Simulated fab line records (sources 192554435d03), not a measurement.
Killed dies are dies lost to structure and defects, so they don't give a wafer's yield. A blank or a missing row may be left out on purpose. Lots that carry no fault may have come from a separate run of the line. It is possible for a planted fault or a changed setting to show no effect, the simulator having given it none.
Comparing a struck lot with a sound one -- flow n5Finfet -- 16 out of 1938 route steps
Sound: wafers L269.1, L269.5, L269.6. Struck: wafers L267.1, L267.3, L267.4. The cause is named last.
For every step that has rows: the tool of each side, followed by ch and its chambers, followed by its first start. Under that, the readings that differ: sound wafers -- struck wafers -- difference of the means -- sigmas: that difference in standard deviations of wafers without a fault.
alike: same words and numbers on both sides, and readings whose means sit less than 2 such deviations apart. not compared: any withheld reading, any reading some wafer has no value for, any bound like >300 that may hide the same value, and any number with overlapping values for which the record gives no deviation.
The two part at a step that has a row with sigmas, a row that says differs or no value, or rows on one side only. Non-overlapping numbers with no deviation appear without sigmas and do not part them. A reading missing from all wafers of one side parts the sides only when that side holds two or more wafers.

first, 1 step without rows for these wafers: N5_BEOL_M0_SAQP_DEVELOP_39 (develop time 30 s).
N5_BEOL_M0_SAQP_CD_MEAS_40: target cd 30 nm.
  sound on cdSem-01 ch 0, day 9 14:28; struck on cdSem-03 ch 0, day 9 01:23
  alike: cdNm
N5_BEOL_M0_SAQP_OVL_MEAS_41:
  sound on overlay-02 ch 0, day 9 14:29; struck on overlay-02 ch 0, day 9 01:25
  alike: M0_CUT1_OVL
N5_BEOL_M0_SAQP_INSPECT_42: inspects for defects (brightfield).
  sound on defectInspect-01, day 9 14:33; struck on defectInspect-02, day 9 01:28
  alike: rawDefectCount
N5_BEOL_M0_SAQP_DESCUM_45: chemistry O2, time 7 s.
  sound on rieDiel-05 ch 2,3, day 9 14:35; struck on rieDiel-05 ch 0,1,3, day 9 01:30
  alike: drypumpMotorCurrentA, oesProductAu, rfVppV, showerheadPlenumPTorr, throttleValvePct
  not compared: rfHoursCounterH
N5_BEOL_M0_SAQP_ETCH_88: etches underlayer in N2/H2, target depth 6.5 nm, time 5.2 s.
  sound on rieDiel-05 ch 2,3, day 9 14:37; struck on rieDiel-05 ch 0,1,3, day 9 01:32
  alike: drypumpMotorCurrentA, etchRfOnTimeS, oesProductAu, rfVppV, showerheadPlenumPTorr, throttleValvePct
  not compared: rfHoursCounterH
then, 1 step without rows for these wafers: N5_BEOL_M0_SAQP_ETCH_73 (etches SiARC in CF4, target depth 19.5 nm, time 32.5 s).
N5_BEOL_M0_SAQP_CUT_ETCH_46: etches SOC in N2/H2, target depth 135 nm, overetch 27 nm, time 202.5 s.
  sound on rieDiel-05 ch 2,3, day 9 14:40; struck on rieDiel-05 ch 0,1,3, day 9 01:35
  alike: drypumpMotorCurrentA, rfVppV, showerheadPlenumPTorr, throttleValvePct
  not compared: rfHoursCounterH
then, 2 steps without rows for these wafers: N5_BEOL_M0_SAQP_STRIP_74 (strips in N2/H2); N5_BEOL_M0_SAQP_STRIP_89 (strips in N2/H2).
N5_BEOL_M0_SAQP_ALD_48: deposits SiO2, target thk 20 nm, pulse time 1 s, co reactant pulse time 1 s.
  sound on aldSin-04 ch 1,2,3, day 9 14:52; struck on aldSin-02 ch 0,2,3, day 9 01:47
  alike: heaterPowerOuterW, heaterPowerW, precursorPulseHeightRel
N5_BEOL_M0_SAQP_ETCH_49: etches SiO2 in CF4/O2, target depth 37 nm.
  sound on rieDiel-06 ch 0,3, day 9 15:23; struck on rieDiel-05 ch 0,2,3, day 9 02:19
  alike: drypumpMotorCurrentA, oesProductAu, rfVppV, showerheadPlenumPTorr, throttleValvePct
  not compared: rfHoursCounterH
N5_BEOL_M0_SAQP_STRIP_75: strips in CF4.
  sound on rieDiel-06 ch 0,3, day 9 15:29; struck on rieDiel-05 ch 0,2,3, day 9 02:25
  no value came back on the struck wafers for any of 8 readings (biasPowerW (W), cf4FlowSccm (sccm) and others); on the sound wafers biasPowerW (W) reads 75.19 74.85 75.06
  not compared: rfHoursCounterH
then, 1 step without rows for these wafers: N5_BEOL_M0_CUTY_COAT_50 (time 60 s, resist thk 15 nm).
-- here the record skips 4 days between the struck wafers' starts before and after, leaving off in module BEOL_M0_CUTY and picking up in module BEOL_M4 (first step shown: number 1111 of the route) --
N5_BEOL_M4_RC_MEAS_101:
  sound on prober-01 ch 0, day 12 23:58; struck on prober-01 ch 0, day 12 15:13
reading,sound,struck,difference,sigmas
VT_P (mV),-244 -244 -245,-255 -257 -249,-9,-3
  alike: DIBL_N, DIBL_P, IOFF_N, IOFF_P, ION_N, ION_P, SS_N, SS_P, VT_N
-- a jump in the record: the struck wafers' starts before and after are 4 days apart (it breaks off in module BEOL_M4 and resumes in module PASSIVATION, where the first step shown is number 1936 of the route) --
N5_PASSIVATION_PROBE_49:
  sound on prober-01, day 17 13:41; struck on prober-02, day 16 22:57
  alike: defectLimitedYield, killed_at_M0_to_M3, killed_at_M4_up, killedAtContacts, killedAtFrontEnd, killedAtOther, killedDies, killedOpen, killedShort, sort_bin_5_function, sort_bin_6_memory, sortNPass, sortYieldPct

WHERE THEY PART
First at N5_BEOL_M0_SAQP_STRIP_75; last, within this record, at N5_BEOL_M4_RC_MEAS_101. Later steps at which nothing parts them and some readings are alike: N5_PASSIVATION_PROBE_49.

WHY: whatever the simulator had introduced
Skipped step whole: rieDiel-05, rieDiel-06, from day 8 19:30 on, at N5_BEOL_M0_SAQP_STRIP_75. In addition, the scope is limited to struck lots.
